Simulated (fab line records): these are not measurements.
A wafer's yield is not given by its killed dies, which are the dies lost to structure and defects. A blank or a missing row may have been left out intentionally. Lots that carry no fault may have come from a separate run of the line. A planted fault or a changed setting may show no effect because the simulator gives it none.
fab line records / flow n5_finfet / part 2 of 2: steps 22 to 29 of 29
[record] lots = 5 wafers = 15 last_day = 18
route steps=1938 shown BEOL_M2@860
lots that met no fault: from a run of the same line without faults
start_h: hours from the record's first day to the start of the lot's first wafer shown / wait_h: hours elapsed since this lot's preceding step / " same as the row above / L1.1+2: one row covering several wafers at once / - no value present, or no start provided / * or withheld: withheld / < > ~ a bound
route shown NAME@n: names a module that has steps shown in the file, with the first one's number in the route / usual: mean/standard deviation of fault-free wafers / same: alike in all rows / chamber/n: place in a boat / sites: readings site by site / _std_site: standard deviation across them / _edge_site: inner sites' mean taken away from outer sites' mean / radius_mm: for every site, how far away it sits from the centre of the wafer / mask NAME#n: copy n / behind: the tool/chamber that last shaped the wafer / hold: what put the lot on hold/how long, in hours/how the hold closed / device: which transistor (n, p or np) failed to switch / end of line: at the end of the route, the tests of the same wafers / for a step that has no rows: nothing shown but its recipe / killed: count of dies lost to structure and defects at first sort (not the wafer's yield) / map: dies across one wafer; x = killed, . = not, _ = none there
set.NAME: the setting as run; set.NAME@STEP: as run at that earlier step / model.NAME: the simulator's own value behind a step, which no gauge read
certain route steps with their lots: each step a table, each wafer a row
services: the hour from which a tool's chamber was out of use, counted from the record's first day as start_h (under 0 if before that day), plus the number of hours and why
[[steps]]
[step N5_BEOL_M2_ETCH_69]
[recipe] chemistry = CF4 target = SiARC target_depth_a = 156 mask_material = CAR-EUV time_s = 26 ion_energy_ev = 80 pressure_mtorr = 40 source_w = 545 bias_w = 36 Ar_flow_sccm = 100 cf4_flow_sccm = 100 ends = cleared
[usual] drypump_motor_current_A = 5.9/0.41 etch_rf_on_time_s = 26.5/0.95 oes_product_au = 0.67/0.097 rf_vpp_V = 183.8/1.3 showerhead_plenum_p_Torr = 2.13/0.072 throttle_valve_pct = 15.45/0.23
lot.wafer=L076.2 tool=rie_diel-04 chamber=2 start_h=142.69 wait_h=0.0 drypump_motor_current_A=5.3 etch_rf_on_time_s=26.4 oes_product_au=0.59 rf_hours_counter_h=224 rf_vpp_V=184.0 showerhead_plenum_p_Torr=2.12 throttle_valve_pct=15.86
lot.wafer=L076.3 tool=rie_diel-04 chamber=1 start_h=142.69 wait_h=0.0 drypump_motor_current_A=5.5 etch_rf_on_time_s=26.0 oes_product_au=0.60 rf_hours_counter_h=210 rf_vpp_V=183.4 showerhead_plenum_p_Torr=2.21 throttle_valve_pct=15.44
lot.wafer=L076.5 tool=rie_diel-04 chamber=0 start_h=142.69 wait_h=0.0 drypump_motor_current_A=5.6 etch_rf_on_time_s=25.8 oes_product_au=0.76 rf_hours_counter_h=- rf_vpp_V=185.9 showerhead_plenum_p_Torr=2.28 throttle_valve_pct=15.57
lot.wafer=L080.4 tool=rie_diel-02 chamber=2 start_h=167.16 wait_h=0.0 drypump_motor_current_A=5.6 etch_rf_on_time_s=25.6 oes_product_au=0.59 rf_hours_counter_h=236 rf_vpp_V=183.1 showerhead_plenum_p_Torr=2.12 throttle_valve_pct=15.88
lot.wafer=L080.5 tool=rie_diel-02 chamber=1 start_h=167.16 wait_h=0.0 drypump_motor_current_A=5.9 etch_rf_on_time_s=27.3 oes_product_au=0.80 rf_hours_counter_h=- rf_vpp_V=185.5 showerhead_plenum_p_Torr=2.18 throttle_valve_pct=15.09
lot.wafer=L080.6 tool=rie_diel-02 chamber=0 start_h=167.16 wait_h=0.0 drypump_motor_current_A=6.1 etch_rf_on_time_s=25.3 oes_product_au=0.60 rf_hours_counter_h=- rf_vpp_V=182.0 showerhead_plenum_p_Torr=2.04 throttle_valve_pct=15.51
lot.wafer=L082.1 tool=rie_diel-04 chamber=3 start_h=182.91 wait_h=0.0 drypump_motor_current_A=6.1 etch_rf_on_time_s=26.2 oes_product_au=0.80 rf_hours_counter_h=12 rf_vpp_V=183.7 showerhead_plenum_p_Torr=2.11 throttle_valve_pct=15.17
lot.wafer=L082.4 tool=rie_diel-04 chamber=0 start_h=182.91 wait_h=0.0 drypump_motor_current_A=5.6 etch_rf_on_time_s=26.0 oes_product_au=0.73 rf_hours_counter_h=- rf_vpp_V=184.7 showerhead_plenum_p_Torr=2.27 throttle_valve_pct=15.61
lot.wafer=L082.5 tool=rie_diel-04 chamber=2 start_h=182.91 wait_h=0.0 drypump_motor_current_A=5.3 etch_rf_on_time_s=26.4 oes_product_au=0.58 rf_hours_counter_h=- rf_vpp_V=183.0 showerhead_plenum_p_Torr=2.11 throttle_valve_pct=15.91
lot.wafer=L095.1 tool=rie_diel-02 chamber=0 start_h=271.01 wait_h=0.0 drypump_motor_current_A=6.1 etch_rf_on_time_s=26.2 oes_product_au=0.57 rf_hours_counter_h=248 rf_vpp_V=180.9 showerhead_plenum_p_Torr=2.03 throttle_valve_pct=15.58
lot.wafer=L095.2 tool=rie_diel-02 chamber=2 start_h=271.01 wait_h=0.0 drypump_motor_current_A=5.6 etch_rf_on_time_s=26.4 oes_product_au=0.78 rf_hours_counter_h=15 rf_vpp_V=183.8 showerhead_plenum_p_Torr=2.11 throttle_valve_pct=15.42
lot.wafer=L095.4 tool=rie_diel-02 chamber=3 start_h=271.01 wait_h=0.0 drypump_motor_current_A=6.5 etch_rf_on_time_s=27.8 oes_product_au=0.55 rf_hours_counter_h=240 rf_vpp_V=184.0 showerhead_plenum_p_Torr=2.10 throttle_valve_pct=15.43
lot.wafer=L096.1 tool=rie_diel-04 chamber=0 start_h=273.64 wait_h=0.0 drypump_motor_current_A=5.6 etch_rf_on_time_s=26.3 oes_product_au=0.69 rf_hours_counter_h=90 rf_vpp_V=185.9 showerhead_plenum_p_Torr=2.26 throttle_valve_pct=15.70
lot.wafer=L096.4 tool=rie_diel-04 chamber=2 start_h=273.64 wait_h=0.0 drypump_motor_current_A=5.3 etch_rf_on_time_s=26.9 oes_product_au=0.81 rf_hours_counter_h=8 rf_vpp_V=183.3 showerhead_plenum_p_Torr=2.10 throttle_valve_pct=15.42
lot.wafer=L096.6 tool=rie_diel-04 chamber=1 start_h=273.64 wait_h=0.0 drypump_motor_current_A=5.5 etch_rf_on_time_s=25.8 oes_product_au=0.59 rf_hours_counter_h=- rf_vpp_V=185.0 showerhead_plenum_p_Torr=2.20 throttle_valve_pct=15.48
[step N5_BEOL_M2_ALD_98]
[recipe] material = SiO2 target_thk_a = 25 temp_c = 100 ald_precursor_family = BDEAS ald_co_reactant = O2-plasma pulse_time_s = 1 co_reactant_pulse_time_s = 1 purge_time_s = 2 co_reactant_purge_time_s = 2 ald_cycles = 17 pressure_torr = 2
[usual] heater_power_w = 79/7.8 precursor_pulse_height_rel = 1.000/0.021
lot.wafer=L076.2 tool=ald_sin-04 chamber=0 start_h=142.98 wait_h=0.3 heater_power_w=76 precursor_pulse_height_rel=0.987
lot.wafer=L076.3 tool=ald_sin-04 chamber=3 start_h=142.98 wait_h=0.3 heater_power_w=85 precursor_pulse_height_rel=0.990
lot.wafer=L076.5 tool=ald_sin-04 chamber=2 start_h=142.98 wait_h=0.3 heater_power_w=70 precursor_pulse_height_rel=0.972
lot.wafer=L080.4 tool=ald_sin-02 chamber=2 start_h=167.24 wait_h=0.1 heater_power_w=69 precursor_pulse_height_rel=1.016
lot.wafer=L080.5 tool=ald_sin-02 chamber=2 start_h=167.24 wait_h=0.1 heater_power_w=72 precursor_pulse_height_rel=1.045
lot.wafer=L080.6 tool=ald_sin-02 chamber=1 start_h=167.24 wait_h=0.1 heater_power_w=83 precursor_pulse_height_rel=1.017
lot.wafer=L082.1 tool=ald_sin-02 chamber=0 start_h=183.02 wait_h=0.1 heater_power_w=78 precursor_pulse_height_rel=0.967
lot.wafer=L082.4 tool=ald_sin-02 chamber=3 start_h=183.02 wait_h=0.1 heater_power_w=71 precursor_pulse_height_rel=0.964
lot.wafer=L082.5 tool=ald_sin-02 chamber=0 start_h=183.02 wait_h=0.1 heater_power_w=78 precursor_pulse_height_rel=0.974
lot.wafer=L095.1 tool=ald_sin-04 chamber=3 start_h=271.16 wait_h=0.1 heater_power_w=82 precursor_pulse_height_rel=0.972
lot.wafer=L095.2 tool=ald_sin-04 chamber=2 start_h=271.16 wait_h=0.1 heater_power_w=73 precursor_pulse_height_rel=0.970
lot.wafer=L095.4 tool=ald_sin-04 chamber=1 start_h=271.16 wait_h=0.1 heater_power_w=72 precursor_pulse_height_rel=0.968
lot.wafer=L096.1 tool=ald_sin-02 chamber=1 start_h=274.13 wait_h=0.5 heater_power_w=83 precursor_pulse_height_rel=1.042
lot.wafer=L096.4 tool=ald_sin-02 chamber=2 start_h=274.13 wait_h=0.5 heater_power_w=72 precursor_pulse_height_rel=0.992
lot.wafer=L096.6 tool=ald_sin-02 chamber=0 start_h=274.13 wait_h=0.5 heater_power_w=80 precursor_pulse_height_rel=1.010
[step N5_BEOL_M2_ETCHBACK_99]
[recipe] chemistry = CHF3 target = SiO2 target_depth_a = 50 time_s = 10.4 source_w = 215 bias_w = 47 Ar_flow_sccm = 200 CHF3_flow_sccm = 12 ion_energy_ev = 100 pressure_mtorr = 30
[usual] drypump_motor_current_A = 5.8/0.4 oes_product_au = 0.78/0.11 rf_vpp_V = 236/7.1 showerhead_plenum_p_Torr = 2.14/0.078 throttle_valve_pct = 16.97/0.23
lot.wafer=L076.2 tool=rie_diel-02 chamber=3 start_h=145.60 wait_h=2.6 drypump_motor_current_A=6.6 oes_product_au=0.68 rf_hours_counter_h=199 rf_vpp_V=233 showerhead_plenum_p_Torr=2.15 throttle_valve_pct=16.95
lot.wafer=L076.3 tool=rie_diel-02 chamber=2 start_h=145.60 wait_h=2.6 drypump_motor_current_A=5.6 oes_product_au=0.69 rf_hours_counter_h=227 rf_vpp_V=229 showerhead_plenum_p_Torr=2.12 throttle_valve_pct=17.24
lot.wafer=L076.5 tool=rie_diel-02 chamber=3 start_h=145.60 wait_h=2.6 drypump_motor_current_A=6.5 oes_product_au=0.68 rf_hours_counter_h=- rf_vpp_V=233 showerhead_plenum_p_Torr=2.15 throttle_valve_pct=16.95
lot.wafer=L080.4 tool=rie_diel-02 chamber=0 start_h=175.22 wait_h=7.9 drypump_motor_current_A=6.1 oes_product_au=0.68 rf_hours_counter_h=- rf_vpp_V=229 showerhead_plenum_p_Torr=2.06 throttle_valve_pct=17.01
lot.wafer=L080.5 tool=rie_diel-02 chamber=2 start_h=175.22 wait_h=7.9 drypump_motor_current_A=5.6 oes_product_au=0.69 rf_hours_counter_h=- rf_vpp_V=230 showerhead_plenum_p_Torr=2.12 throttle_valve_pct=17.27
lot.wafer=L080.6 tool=rie_diel-02 chamber=1 start_h=175.22 wait_h=7.9 drypump_motor_current_A=5.9 oes_product_au=0.92 rf_hours_counter_h=- rf_vpp_V=247 showerhead_plenum_p_Torr=2.19 throttle_valve_pct=16.57
lot.wafer=L082.1 tool=rie_diel-04 chamber=3 start_h=186.22 wait_h=3.1 drypump_motor_current_A=6.1 oes_product_au=0.94 rf_hours_counter_h=13 rf_vpp_V=244 showerhead_plenum_p_Torr=2.12 throttle_valve_pct=16.67
lot.wafer=L082.4 tool=rie_diel-04 chamber=3 start_h=186.22 wait_h=3.1 drypump_motor_current_A=6.1 oes_product_au=0.94 rf_hours_counter_h=- rf_vpp_V=244 showerhead_plenum_p_Torr=2.12 throttle_valve_pct=16.67
lot.wafer=L082.5 tool=rie_diel-04 chamber=2 start_h=186.22 wait_h=3.1 drypump_motor_current_A=5.3 oes_product_au=0.69 rf_hours_counter_h=- rf_vpp_V=234 showerhead_plenum_p_Torr=2.12 throttle_valve_pct=17.33
lot.wafer=L095.1 tool=rie_diel-02 chamber=0 start_h=271.52 wait_h=0.3 drypump_motor_current_A=6.1 oes_product_au=0.66 rf_hours_counter_h=248 rf_vpp_V=228 showerhead_plenum_p_Torr=2.05 throttle_valve_pct=17.09
lot.wafer=L095.2 tool=rie_diel-02 chamber=3 start_h=271.52 wait_h=0.3 drypump_motor_current_A=6.6 oes_product_au=0.66 rf_hours_counter_h=240 rf_vpp_V=233 showerhead_plenum_p_Torr=2.14 throttle_valve_pct=17.03
lot.wafer=L095.4 tool=rie_diel-02 chamber=1 start_h=271.52 wait_h=0.3 drypump_motor_current_A=5.9 oes_product_au=0.87 rf_hours_counter_h=45 rf_vpp_V=247 showerhead_plenum_p_Torr=2.17 throttle_valve_pct=16.62
lot.wafer=L096.1 tool=rie_diel-05 chamber=2 start_h=277.96 wait_h=3.8 drypump_motor_current_A=5.4 oes_product_au=0.71 rf_hours_counter_h=207 rf_vpp_V=242 showerhead_plenum_p_Torr=1.94 throttle_valve_pct=16.96
lot.wafer=L096.4 tool=rie_diel-05 chamber=1 start_h=277.96 wait_h=3.8 drypump_motor_current_A=6.2 oes_product_au=0.72 rf_hours_counter_h=192 rf_vpp_V=241 showerhead_plenum_p_Torr=2.22 throttle_valve_pct=17.19
lot.wafer=L096.6 tool=rie_diel-05 chamber=2 start_h=277.96 wait_h=3.8 drypump_motor_current_A=5.4 oes_product_au=0.71 rf_hours_counter_h=- rf_vpp_V=241 showerhead_plenum_p_Torr=1.94 throttle_valve_pct=16.97
[step N5_BEOL_M2_ETCH_70]
[recipe] chemistry = N2/H2 target = SOC target_depth_a = 800 overetch_a = 240 mask_material = SiARC temp_c = 40 time_s = 130 ion_energy_ev = 200 pressure_mtorr = 30 source_w = 840 bias_w = 150 n2_flow_sccm = 200 h2_flow_sccm = 200
[usual] drypump_motor_current_A = 5.8/0.39 oes_product_au = 0.58/0.075 rf_vpp_V = 523.5/2.8 showerhead_plenum_p_Torr = 2.54/0.1 throttle_valve_pct = 17.80/0.27
lot.wafer=L076.2 tool=rie_diel-02 chamber=3 start_h=145.64 wait_h=0.0 drypump_motor_current_A=6.5 oes_product_au=0.52 rf_hours_counter_h=199 rf_vpp_V=524.0 showerhead_plenum_p_Torr=2.53 throttle_valve_pct=17.77
lot.wafer=L076.3 tool=rie_diel-02 chamber=2 start_h=145.64 wait_h=0.0 drypump_motor_current_A=5.6 oes_product_au=0.51 rf_hours_counter_h=227 rf_vpp_V=522.3 showerhead_plenum_p_Torr=2.53 throttle_valve_pct=18.12
lot.wafer=L076.5 tool=rie_diel-02 chamber=3 start_h=145.64 wait_h=0.0 drypump_motor_current_A=6.5 oes_product_au=0.52 rf_hours_counter_h=- rf_vpp_V=522.3 showerhead_plenum_p_Torr=2.53 throttle_valve_pct=17.78
lot.wafer=L080.4 tool=rie_diel-02 chamber=0 start_h=175.28 wait_h=0.0 drypump_motor_current_A=6.1 oes_product_au=0.51 rf_hours_counter_h=- rf_vpp_V=520.5 showerhead_plenum_p_Torr=2.42 throttle_valve_pct=17.74
lot.wafer=L080.5 tool=rie_diel-02 chamber=2 start_h=175.28 wait_h=0.0 drypump_motor_current_A=5.6 oes_product_au=0.50 rf_hours_counter_h=- rf_vpp_V=522.7 showerhead_plenum_p_Torr=2.52 throttle_valve_pct=18.13
lot.wafer=L080.6 tool=rie_diel-02 chamber=1 start_h=175.28 wait_h=0.0 drypump_motor_current_A=5.9 oes_product_au=0.69 rf_hours_counter_h=- rf_vpp_V=525.0 showerhead_plenum_p_Torr=2.62 throttle_valve_pct=17.62
lot.wafer=L082.1 tool=rie_diel-04 chamber=3 start_h=186.26 wait_h=0.0 drypump_motor_current_A=6.0 oes_product_au=0.69 rf_hours_counter_h=13 rf_vpp_V=522.7 showerhead_plenum_p_Torr=2.47 throttle_valve_pct=17.25
lot.wafer=L082.4 tool=rie_diel-04 chamber=3 start_h=186.26 wait_h=0.0 drypump_motor_current_A=6.0 oes_product_au=0.69 rf_hours_counter_h=- rf_vpp_V=523.0 showerhead_plenum_p_Torr=2.47 throttle_valve_pct=17.26
lot.wafer=L082.5 tool=rie_diel-04 chamber=2 start_h=186.26 wait_h=0.0 drypump_motor_current_A=5.3 oes_product_au=0.51 rf_hours_counter_h=- rf_vpp_V=524.8 showerhead_plenum_p_Torr=2.53 throttle_valve_pct=18.35
lot.wafer=L095.1 tool=rie_diel-02 chamber=0 start_h=271.55 wait_h=0.0 drypump_motor_current_A=6.2 oes_product_au=0.49 rf_hours_counter_h=248 rf_vpp_V=519.5 showerhead_plenum_p_Torr=2.41 throttle_valve_pct=17.81
lot.wafer=L095.2 tool=rie_diel-02 chamber=3 start_h=271.55 wait_h=0.0 drypump_motor_current_A=6.6 oes_product_au=0.50 rf_hours_counter_h=240 rf_vpp_V=523.0 showerhead_plenum_p_Torr=2.51 throttle_valve_pct=17.83
lot.wafer=L095.4 tool=rie_diel-02 chamber=1 start_h=271.55 wait_h=0.0 drypump_motor_current_A=6.0 oes_product_au=0.64 rf_hours_counter_h=45 rf_vpp_V=524.6 showerhead_plenum_p_Torr=2.60 throttle_valve_pct=17.69
lot.wafer=L096.1 tool=rie_diel-05 chamber=2 start_h=278.00 wait_h=0.0 drypump_motor_current_A=5.5 oes_product_au=0.52 rf_hours_counter_h=207 rf_vpp_V=517.5 showerhead_plenum_p_Torr=2.31 throttle_valve_pct=17.76
lot.wafer=L096.4 tool=rie_diel-05 chamber=1 start_h=278.00 wait_h=0.0 drypump_motor_current_A=6.2 oes_product_au=0.54 rf_hours_counter_h=192 rf_vpp_V=526.6 showerhead_plenum_p_Torr=2.62 throttle_valve_pct=17.90
lot.wafer=L096.6 tool=rie_diel-05 chamber=2 start_h=278.00 wait_h=0.0 drypump_motor_current_A=5.4 oes_product_au=0.52 rf_hours_counter_h=- rf_vpp_V=517.2 showerhead_plenum_p_Torr=2.31 throttle_valve_pct=17.76
[step N5_BEOL_M2_STRIP_71]
[recipe] chemistry = N2/H2 temp_c = 40 n2_flow_sccm = 200 h2_flow_sccm = 200 rf_frequency_hz = 6e+07
lot.wafer=L076.2+3+5 tool=rie_diel-02 chamber=3,2,3 start_h=145.73 wait_h=0.0
lot.wafer=L080.4+5+6 tool=rie_diel-02 chamber=0,2,1 start_h=175.33 wait_h=0.0
lot.wafer=L082.1+4+5 tool=rie_diel-04 chamber=3,3,2 start_h=186.34 wait_h=0.0
lot.wafer=L095.1+2+4 tool=rie_diel-02 chamber=0,3,1 start_h=271.64 wait_h=0.0
lot.wafer=L096.1+4+6 tool=rie_diel-05 chamber=2,1,2 start_h=278.08 wait_h=0.0
[step N5_BEOL_M2_STRIP_78]
[recipe] chemistry = N2/H2 temp_c = 40 n2_flow_sccm = 200 h2_flow_sccm = 200 rf_frequency_hz = 6e+07
lot.wafer=L076.2+3+5 tool=rie_diel-02 chamber=3,2,3 start_h=145.74 wait_h=0.0
lot.wafer=L080.4+5+6 tool=rie_diel-02 chamber=0,2,1 start_h=175.34 wait_h=0.0
lot.wafer=L082.1+4+5 tool=rie_diel-04 chamber=3,3,2 start_h=186.35 wait_h=0.0
lot.wafer=L095.1+2+4 tool=rie_diel-02 chamber=0,3,1 start_h=271.65 wait_h=0.0
lot.wafer=L096.1+4+6 tool=rie_diel-05 chamber=2,1,2 start_h=278.09 wait_h=0.0
[step N5_BEOL_M2_VIA_ETCH_34]
[recipe] chemistry = C4F6/O2 target_depth_a = 694 mask_material = SOC pressure_mtorr = 15 ion_energy_ev = 250 taper_deg = 4 time_s = 65.9 source_w = 350 bias_w = 170 Ar_flow_sccm = 300 C4F6_flow_sccm = 10 O2_flow_sccm = 10
[usual] drypump_motor_current_A = 5.8/0.4 oes_product_au = 0.78/0.11 rf_vpp_V = 653/19 showerhead_plenum_p_Torr = 2.83/0.1 throttle_valve_pct = 30.66/0.25
lot.wafer=L076.2 tool=rie_diel-02 chamber=3 start_h=145.75 wait_h=0.0 drypump_motor_current_A=6.5 oes_product_au=0.69 rf_hours_counter_h=199 rf_vpp_V=646 showerhead_plenum_p_Torr=2.85 throttle_valve_pct=30.78
lot.wafer=L076.3 tool=rie_diel-02 chamber=2 start_h=145.75 wait_h=0.0 drypump_motor_current_A=5.6 oes_product_au=0.70 rf_hours_counter_h=227 rf_vpp_V=633 showerhead_plenum_p_Torr=2.80 throttle_valve_pct=30.87
lot.wafer=L076.5 tool=rie_diel-02 chamber=3 start_h=145.75 wait_h=0.0 drypump_motor_current_A=6.6 oes_product_au=0.69 rf_hours_counter_h=- rf_vpp_V=645 showerhead_plenum_p_Torr=2.85 throttle_valve_pct=30.80
lot.wafer=L080.4 tool=rie_diel-02 chamber=0 start_h=175.37 wait_h=0.0 drypump_motor_current_A=6.1 oes_product_au=0.68 rf_hours_counter_h=- rf_vpp_V=631 showerhead_plenum_p_Torr=2.73 throttle_valve_pct=30.74
lot.wafer=L080.5 tool=rie_diel-02 chamber=2 start_h=175.37 wait_h=0.0 drypump_motor_current_A=5.6 oes_product_au=0.69 rf_hours_counter_h=- rf_vpp_V=633 showerhead_plenum_p_Torr=2.79 throttle_valve_pct=30.86
lot.wafer=L080.6 tool=rie_diel-02 chamber=1 start_h=175.37 wait_h=0.0 drypump_motor_current_A=5.9 oes_product_au=0.94 rf_hours_counter_h=- rf_vpp_V=681 showerhead_plenum_p_Torr=2.89 throttle_valve_pct=30.27
lot.wafer=L082.1 tool=rie_diel-04 chamber=3 start_h=186.36 wait_h=0.0 drypump_motor_current_A=6.1 oes_product_au=0.94 rf_hours_counter_h=13 rf_vpp_V=675 showerhead_plenum_p_Torr=2.80 throttle_valve_pct=30.52
lot.wafer=L082.4 tool=rie_diel-04 chamber=3 start_h=186.36 wait_h=0.0 drypump_motor_current_A=6.1 oes_product_au=0.95 rf_hours_counter_h=- rf_vpp_V=673 showerhead_plenum_p_Torr=2.80 throttle_valve_pct=30.51
lot.wafer=L082.5 tool=rie_diel-04 chamber=2 start_h=186.36 wait_h=0.0 drypump_motor_current_A=5.3 oes_product_au=0.67 rf_hours_counter_h=- rf_vpp_V=649 showerhead_plenum_p_Torr=2.80 throttle_valve_pct=31.00
lot.wafer=L095.1 tool=rie_diel-02 chamber=0 start_h=271.66 wait_h=0.0 drypump_motor_current_A=6.1 oes_product_au=0.65 rf_hours_counter_h=248 rf_vpp_V=631 showerhead_plenum_p_Torr=2.71 throttle_valve_pct=30.78
lot.wafer=L095.2 tool=rie_diel-02 chamber=3 start_h=271.66 wait_h=0.0 drypump_motor_current_A=6.6 oes_product_au=0.66 rf_hours_counter_h=240 rf_vpp_V=645 showerhead_plenum_p_Torr=2.83 throttle_valve_pct=30.82
lot.wafer=L095.4 tool=rie_diel-02 chamber=1 start_h=271.66 wait_h=0.0 drypump_motor_current_A=5.9 oes_product_au=0.86 rf_hours_counter_h=45 rf_vpp_V=683 showerhead_plenum_p_Torr=2.87 throttle_valve_pct=30.32
lot.wafer=L096.1 tool=rie_diel-05 chamber=2 start_h=278.10 wait_h=0.0 drypump_motor_current_A=5.5 oes_product_au=0.70 rf_hours_counter_h=207 rf_vpp_V=664 showerhead_plenum_p_Torr=2.58 throttle_valve_pct=30.42
lot.wafer=L096.4 tool=rie_diel-05 chamber=1 start_h=278.10 wait_h=0.0 drypump_motor_current_A=6.1 oes_product_au=0.72 rf_hours_counter_h=192 rf_vpp_V=667 showerhead_plenum_p_Torr=2.92 throttle_valve_pct=30.79
lot.wafer=L096.6 tool=rie_diel-05 chamber=2 start_h=278.10 wait_h=0.0 drypump_motor_current_A=5.5 oes_product_au=0.70 rf_hours_counter_h=- rf_vpp_V=663 showerhead_plenum_p_Torr=2.57 throttle_valve_pct=30.42
[step N5_BEOL_M2_STRIP_83]
[recipe] chemistry = C4F6/O2 resist = SiARC rf_frequency_hz = 6e+07
lot.wafer=L076.2+3+5 tool=rie_diel-02 chamber=3,2,3 start_h=145.80 wait_h=0.0
lot.wafer=L080.4+5+6 tool=rie_diel-02 chamber=0,2,1 start_h=175.40 wait_h=0.0
lot.wafer=L082.1+4+5 tool=rie_diel-04 chamber=3,3,2 start_h=186.41 wait_h=0.0
lot.wafer=L095.1+2+4 tool=rie_diel-02 chamber=0,3,1 start_h=271.71 wait_h=0.0
lot.wafer=L096.1+4+6 tool=rie_diel-05 chamber=2,1,2 start_h=278.15 wait_h=0.0
[[services]]
tool=rie_metal-03 chamber=- start_h=119.07 hours=4.3 kind=pm
tool=euv_scanner-02 chamber=- start_h=128.72 hours=1.0 kind=pm
tool=rie_diel-05 chamber=- start_h=138.50 hours=4.3 kind=pm
tool=rie_metal-03 chamber=1 start_h=138.77 hours=2.9 kind=repair
tool=rie_diel-04 chamber=3 start_h=143.18 hours=13.8 kind=repair
tool=rie_metal-03 chamber=0 start_h=149.76 hours=17.6 kind=repair
tool=rie_diel-05 chamber=- start_h=164.14 hours=0.3 kind=repair
tool=euv_scanner-01 chamber=- start_h=168.97 hours=1.0 kind=pm
tool=rie_diel-05 chamber=- start_h=171.64 hours=2.2 kind=repair
tool=rie_diel-02 chamber=3 start_h=173.21 hours=5.4 kind=repair
tool=rie_diel-04 chamber=1 start_h=175.48 hours=62.1 kind=repair
tool=ald_sin-04 chamber=- start_h=176.75 hours=14.0 kind=pm
tool=euv_scanner-02 chamber=- start_h=184.87 hours=1.0 kind=pm
tool=ald_sin-04 chamber=1 start_h=192.98 hours=15.2 kind=repair
tool=euv_scanner-02 chamber=- start_h=197.64 hours=4.6 kind=pm
tool=rie_diel-05 chamber=3 start_h=201.47 hours=13.7 kind=repair
tool=ald_sin-04 chamber=- start_h=202.80 hours=6.1 kind=pm
tool=ald_sin-02 chamber=3 start_h=203.22 hours=5.7 kind=repair
tool=rie_metal-03 chamber=- start_h=211.12 hours=0.2 kind=repair
tool=rie_diel-05 chamber=2 start_h=219.41 hours=2.6 kind=repair
tool=euv_scanner-01 chamber=- start_h=221.35 hours=4.6 kind=pm
tool=rie_diel-02 chamber=3 start_h=230.91 hours=5.1 kind=repair
tool=ald_sin-02 chamber=1 start_h=250.26 hours=4.3 kind=repair
tool=euv_scanner-01 chamber=- start_h=257.14 hours=12.0 kind=pm
